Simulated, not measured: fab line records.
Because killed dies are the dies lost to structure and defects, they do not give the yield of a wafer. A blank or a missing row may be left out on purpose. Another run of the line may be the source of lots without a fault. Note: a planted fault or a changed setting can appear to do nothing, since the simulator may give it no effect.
A lot that was struck, set against a sound lot :: flow nand-harc :: 28 steps out of a route of 1302
Sound: the wafers L460.3, L460.5, L460.6. Wafers struck: L470.2, L470.4, L470.5. At the end, the cause is stated.
Order at every step that has rows: each side's tool, ch and its chambers, its first start. Under that, the readings that differ: sound wafers :: struck wafers :: difference of the means :: sigmas: that difference in standard deviations of wafers without a fault.
alike: readings whose means differ by less than 2 such deviations, and words and numbers that are the same on both sides. not compared: withheld readings, readings that some wafer has no value for, bounds like >300 that may hide the same value, and numbers for which the record gives no deviation and whose values overlap.
The two part at a step that has a row with sigmas, a row that says differs or no value, or rows on one side only. Numbers that have no deviation but don't overlap get no sigmas and don't part them. A reading that every wafer of one side lacks parts them only if that side has two wafers or more.

NHARC_A_CHANNEL_HOLE_D2_CD_MEAS_10: target cd 100 nm.
  sound on cd-sem-03 ch 0, day 14 06:50; struck on cd-sem-01 ch 0, day 19 02:16
  alike: cd-nm
NHARC_A_CHANNEL_HOLE_D2_OVL_MEAS_11:
  sound on overlay-02 at day 14 06:55; struck on overlay-01 at day 19 02:21
reading: overlay-x-nm (nm)
sound: -0.8 -0.9 -1.2
struck: 1.0 1.0 0.4
difference: +1.8
sigmas: +2
  alike: overlay-y-nm
NHARC_A_CHANNEL_HOLE_D2_INSPECT_12:
  sound on defect-inspect-01 at day 14 06:57; struck on defect-inspect-02 at day 19 02:23
  alike: raw-defect-count
NHARC_A_CHANNEL_HOLE_D2_DESCUM_15: chemistry O2, time 3 s.
  sound on rie-diel-13 ch 0,1,2, day 14 07:02; struck on rie-diel-02 ch 0,1, day 19 02:28
  alike: drypump-motor-current-A, mfc-ar-sccm, oes-product-au, rf-vpp-V, showerhead-plenum-p-Torr, throttle-valve-pct
  not compared: rf-hours-counter-h
NHARC_A_CHANNEL_HOLE_D2_ETCH_38: etches the open film in CF4, target depth 39 nm, time 65 s.
  sound on rie-diel-13 ch 1,2, day 14 07:08; struck on rie-diel-02 ch 0,2, day 19 02:34
reading: mfc-ar-sccm (sccm)
sound: 0.034 0.024 0.034
struck: 0.000 0 0.000
difference: -0.031
sigmas: -2
  alike: drypump-motor-current-A, oes-product-au, rf-vpp-V, showerhead-plenum-p-Torr, throttle-valve-pct
  not compared: rf-hours-counter-h
NHARC_A_CHANNEL_HOLE_D2_ETCH_39: etches the open film in N2/H2, target depth 260 nm, time 325 s.
  sound: rie-diel-13 ch 0,1; struck: rie-diel-02 ch 0,2
  alike: drypump-motor-current-A, mfc-ar-sccm, oes-product-au, rf-vpp-V, showerhead-plenum-p-Torr, throttle-valve-pct
  not compared: rf-hours-counter-h
then, 2 steps without rows for these wafers: NHARC_A_CHANNEL_HOLE_D2_ETCH_34 (etches the open film in CF4/CHF3, target depth 154 nm, time 77 s); NHARC_A_CHANNEL_HOLE_D2_ETCH_16 (etches the open film in O2/COS, target depth 3100 nm, time 806 s).
NHARC_A_CHANNEL_HOLE_D2_CD_MEAS_18:
  sound on cd-sem-01 at day 14 08:20; struck on cd-sem-01 at day 19 03:46
  alike: cd-nm
then, 3 steps without rows for these wafers: NHARC_A_CHANNEL_HOLE_D2_ETCH_19 (etches the open film in C4F8/O2/Ar, time 34.5 s); NHARC_A_CHANNEL_HOLE_D2_ETCH_20 (etches the open film in C4F8/O2/Ar, time 361.9 s, target depth 1600 nm); NHARC_A_CHANNEL_HOLE_D2_ETCH_21 (etches the open film in C4F8/O2/Ar, time 514.3 s, target depth 1600 nm).
NHARC_A_CHANNEL_HOLE_D2_ETCH_22: etches the open film in C4F8/O2/Ar, time 666.7 s, target depth 1600 nm.
  sound on har-etch-01 ch 0,1, day 14 09:28; struck on har-etch-01 ch 0,1, day 19 07:07
  alike: drypump-motor-current-A, mfc-ar-sccm, showerhead-plenum-p-Torr, throttle-valve-pct
  not compared: rf-hours-counter-h
then, 1 step without rows for these wafers: NHARC_A_CHANNEL_HOLE_D2_ETCH_23 (etches the open film in C4F8/O2/Ar, time 819 s, target depth 1600 nm).
NHARC_A_CHANNEL_HOLE_D2_ETCH_24: etches the open film in C4F8/O2/Ar, time 906.2 s, target depth 1500 nm.
  sound on har-etch-01 ch 0,1, day 14 10:47; struck on har-etch-01 ch 0,1, day 19 08:25
  alike: drypump-motor-current-A, mfc-ar-sccm, showerhead-plenum-p-Torr, throttle-valve-pct
  not compared: rf-hours-counter-h
then, 1 step without rows for these wafers: NHARC_A_CHANNEL_HOLE_D2_ETCH_25 (etches the open film in C4F8/O2/Ar, time 1040.2 s, target depth 1500 nm).
NHARC_A_CHANNEL_HOLE_D2_ETCH_26: etches the open film in C4F8/O2/Ar, time 224.1 s, target depth 300 nm.
  sound on har-etch-01 ch 0,1, day 14 12:14; struck on har-etch-01 ch 0,1, day 19 09:58
  alike: drypump-motor-current-A, mfc-ar-sccm, showerhead-plenum-p-Torr, throttle-valve-pct
  not compared: rf-hours-counter-h
then, 8 steps without rows for these wafers: NHARC_A_CHANNEL_HOLE_D2_ETCH_27 (etches the open film in C4F8/O2/Ar, time 90 s, target depth 400 nm); NHARC_A_CHANNEL_HOLE_D2_STRIP_41 (strips in N2/H2); NHARC_A_CHANNEL_HOLE_D2_STRIP_42 (strips in CF4/CHF3); NHARC_A_CHANNEL_HOLE_D2_STRIP_43 (strips in O2/COS); NHARC_A_CHANNEL_HOLE_D2_ETCH_44 (etches the open film in CF4/O2, target depth 140 nm, overetch 14 nm, time 77 s); NHARC_A_CHANNEL_HOLE_D2_STRIP_28 (strips in O2); NHARC_A_CHANNEL_HOLE_D2_PRECLEAN_29 (cleans in SC1); NHARC_A_CHANNEL_HOLE_D2_SRD_30.
NHARC_A_CHANNEL_HOLE_D2_CD_MEAS_31:
  sound on cd-sem-01 at day 14 14:04; struck on cd-sem-01 at day 19 11:43
  alike: cd-nm
NHARC_A_CHANNEL_HOLE_D2_XSEM_32:
  sound on xsem-02 ch 0, day 14 14:10; struck on xsem-02 ch 0
reading: bot-cd-nm (nm)
sound: 71.1 74.6 71.8
struck: 77.7 76.8 77.1
difference: +4.7
sigmas: +2

reading: bow-nm (nm)
sound: 8.7 8.9 8.8
struck: - - -
difference: no value on the struck wafers
sigmas: 
  alike: tilt-deg
NHARC_END_SORT_01:
  the record has rows for the sound wafers here (prober-01 ch 0, day 25 09:16) and none for the struck ones

== WHERE THEY PART ==
At NHARC_A_CHANNEL_HOLE_D2_OVL_MEAS_11 first; at NHARC_END_SORT_01 last (within this record only).

WHY: what had been put in by the simulator
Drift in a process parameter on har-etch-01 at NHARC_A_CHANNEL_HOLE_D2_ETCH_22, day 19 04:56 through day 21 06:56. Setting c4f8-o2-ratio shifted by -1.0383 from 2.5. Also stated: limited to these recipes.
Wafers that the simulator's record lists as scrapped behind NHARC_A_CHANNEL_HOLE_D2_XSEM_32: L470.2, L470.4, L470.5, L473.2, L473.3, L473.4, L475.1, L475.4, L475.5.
